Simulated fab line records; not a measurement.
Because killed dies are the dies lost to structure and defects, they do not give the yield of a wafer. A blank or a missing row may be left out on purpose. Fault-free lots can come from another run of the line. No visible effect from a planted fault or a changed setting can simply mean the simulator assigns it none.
Matching of chambers || flow n5-finfet || 4 sister chambers for N5_BEOL_M7_CMP_52 on cmp-03
The step polishes, stops on SiCOH lowk, t overpolish 6.9 s, target thk 80 nm. 22 wafers are shown with their chamber, then 11 later ones without.

EACH WAFER AND ITS CHAMBER
{"wafer": "L074.1", "chamber": 3, "motor-current-A (A)": 6.3, "time-to-endpoint-s (s)": 64.3, "barrier-field-endpoint-s (s)": 30.1}
{"wafer": "L074.3", "chamber": 2, "motor-current-A (A)": 6.3, "time-to-endpoint-s (s)": 61.0, "barrier-field-endpoint-s (s)": 29.4}
{"wafer": "L074.5", "chamber": 0, "motor-current-A (A)": 5.5, "time-to-endpoint-s (s)": 65.2, "barrier-field-endpoint-s (s)": 30.8}
{"wafer": "L074.2", "chamber": 0, "motor-current-A (A)": 5.6, "time-to-endpoint-s (s)": 65.0, "barrier-field-endpoint-s (s)": 30.1}
{"wafer": "L074.4", "chamber": 1, "motor-current-A (A)": 5.6, "time-to-endpoint-s (s)": 61.7, "barrier-field-endpoint-s (s)": 29.4}
{"wafer": "L074.6", "chamber": 3, "motor-current-A (A)": 6.3, "time-to-endpoint-s (s)": 66.6, "barrier-field-endpoint-s (s)": 29.9}
{"wafer": "L077.2", "chamber": 1, "motor-current-A (A)": 6.0, "time-to-endpoint-s (s)": 58.6, "barrier-field-endpoint-s (s)": 29.7}
{"wafer": "L077.4", "chamber": 2, "motor-current-A (A)": 6.3, "time-to-endpoint-s (s)": 62.0, "barrier-field-endpoint-s (s)": 29.1}
{"wafer": "L077.5", "chamber": 0, "motor-current-A (A)": 5.6, "time-to-endpoint-s (s)": 62.1, "barrier-field-endpoint-s (s)": 29.8}
{"wafer": "L078.1", "chamber": 3, "motor-current-A (A)": 6.5, "time-to-endpoint-s (s)": 63.1, "barrier-field-endpoint-s (s)": 28.4}
{"wafer": "L078.2", "chamber": 1, "motor-current-A (A)": 5.8, "time-to-endpoint-s (s)": 58.9, "barrier-field-endpoint-s (s)": 28.0}
{"wafer": "L078.6", "chamber": 1, "motor-current-A (A)": 5.8, "time-to-endpoint-s (s)": 59.5, "barrier-field-endpoint-s (s)": 29.1}
{"wafer": "L082.1", "chamber": 2, "motor-current-A (A)": 6.4, "time-to-endpoint-s (s)": 57.9, "barrier-field-endpoint-s (s)": 28.5}
{"wafer": "L082.3", "chamber": 0, "motor-current-A (A)": 5.3, "time-to-endpoint-s (s)": 64.0, "barrier-field-endpoint-s (s)": 29.4}
{"wafer": "L082.5", "chamber": 0, "motor-current-A (A)": 5.6, "time-to-endpoint-s (s)": 60.9, "barrier-field-endpoint-s (s)": 28.7}
{"wafer": "L083.3", "chamber": 3, "motor-current-A (A)": 6.5, "time-to-endpoint-s (s)": 63.9, "barrier-field-endpoint-s (s)": 28.1}
{"wafer": "L083.4", "chamber": 2, "motor-current-A (A)": 6.1, "time-to-endpoint-s (s)": 59.3, "barrier-field-endpoint-s (s)": 28.4}
{"wafer": "L083.5", "chamber": 1, "motor-current-A (A)": 5.6, "time-to-endpoint-s (s)": 60.4, "barrier-field-endpoint-s (s)": 28.5}
{"wafer": "L085.1", "chamber": 3, "motor-current-A (A)": 6.4, "time-to-endpoint-s (s)": 62.5, "barrier-field-endpoint-s (s)": 28.9}
{"wafer": "L085.3", "chamber": 2, "motor-current-A (A)": 6.2, "time-to-endpoint-s (s)": 60.0, "barrier-field-endpoint-s (s)": 28.2}
{"wafer": "L085.6", "chamber": 1, "motor-current-A (A)": 5.6, "time-to-endpoint-s (s)": 57.2, "barrier-field-endpoint-s (s)": 27.8}
{"wafer": "L088.1", "chamber": 1, "motor-current-A (A)": 5.9, "time-to-endpoint-s (s)": 62.8, "barrier-field-endpoint-s (s)": 29.2}

SIGNATURES (averages over the wafers above)
{"reading": "motor-current-A", "chamber 0": 5.520, "chamber 1": 5.757, "chamber 2": 6.260, "chamber 3": 6.400, "scatter within a chamber": 0.133}
{"reading": "time-to-endpoint-s", "chamber 0": 63.440, "chamber 1": 59.871, "chamber 2": 60.040, "chamber 3": 64.080, "scatter within a chamber": 1.76}
{"reading": "barrier-field-endpoint-s", "chamber 0": 29.760, "chamber 1": 28.814, "chamber 2": 28.720, "chamber 3": 29.080, "scatter within a chamber": 0.738}
Rule: for a wafer and a chamber, the distance is found by dividing, reading by reading, the gap between the wafer's reading and the chamber's mean by the reading's scatter, squaring, summing and taking the root. If the next closest chamber is less than 2 further off than the closest, the wafer can't be placed; otherwise it belongs to the closest. The scatter: the root of (the sum of the squares of (reading less its chamber's mean) over the shown wafers, divided by (wafers less chambers)).

WAFERS WHOSE CHAMBER IS MISSING
{"wafer": "L088.2", "motor-current-A (A)": 6.1, "time-to-endpoint-s (s)": 61.4, "barrier-field-endpoint-s (s)": 29.3}
{"wafer": "L088.4", "motor-current-A (A)": 5.6, "time-to-endpoint-s (s)": 65.7, "barrier-field-endpoint-s (s)": 30.8}
{"wafer": "L091.3", "motor-current-A (A)": 5.9, "time-to-endpoint-s (s)": 61.4, "barrier-field-endpoint-s (s)": 28.6}
{"wafer": "L091.5", "motor-current-A (A)": 6.0, "time-to-endpoint-s (s)": 62.4, "barrier-field-endpoint-s (s)": 29.4}
{"wafer": "L091.6", "motor-current-A (A)": 6.1, "time-to-endpoint-s (s)": 58.8, "barrier-field-endpoint-s (s)": 28.4}
{"wafer": "L090.2", "motor-current-A (A)": 6.0, "time-to-endpoint-s (s)": 64.8, "barrier-field-endpoint-s (s)": 28.7}
{"wafer": "L090.4", "motor-current-A (A)": 5.6, "time-to-endpoint-s (s)": 66.0, "barrier-field-endpoint-s (s)": 29.8}
{"wafer": "L090.5", "motor-current-A (A)": 6.1, "time-to-endpoint-s (s)": 64.9, "barrier-field-endpoint-s (s)": 29.2}
{"wafer": "L095.3", "motor-current-A (A)": 5.5, "time-to-endpoint-s (s)": 65.5, "barrier-field-endpoint-s (s)": 29.9}
{"wafer": "L095.5", "motor-current-A (A)": 5.6, "time-to-endpoint-s (s)": 67.5, "barrier-field-endpoint-s (s)": 30.0}
{"wafer": "L095.6", "motor-current-A (A)": 5.7, "time-to-endpoint-s (s)": 64.0, "barrier-field-endpoint-s (s)": 29.3}

CHAMBER TAKEN BY EACH
{"wafer": "L088.2", "from the rows above": "can't be placed: 2 or 3 or 1", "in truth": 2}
{"wafer": "L088.4", "from the rows above": 0, "in truth": 0}
{"wafer": "L091.3", "from the rows above": "can't be placed: 1 or 2", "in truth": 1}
{"wafer": "L091.5", "from the rows above": "can't be placed: 1 or 2 or 3 or 0", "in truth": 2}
{"wafer": "L091.6", "from the rows above": "can't be placed: 2 or 1", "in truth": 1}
{"wafer": "L090.2", "from the rows above": "can't be placed: 3 or 2 or 1 or 0", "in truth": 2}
{"wafer": "L090.4", "from the rows above": 0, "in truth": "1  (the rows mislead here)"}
{"wafer": "L090.5", "from the rows above": "can't be placed: 3 or 2 or 1", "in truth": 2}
{"wafer": "L095.3", "from the rows above": 0, "in truth": 0}
{"wafer": "L095.5", "from the rows above": 0, "in truth": 0}
{"wafer": "L095.6", "from the rows above": "can't be placed: 0 or 1", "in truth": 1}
Placed correctly: 3 of 11. Can't be placed from these rows: 7 (the true chamber is among the candidates in 7). Placed wrongly: 1.
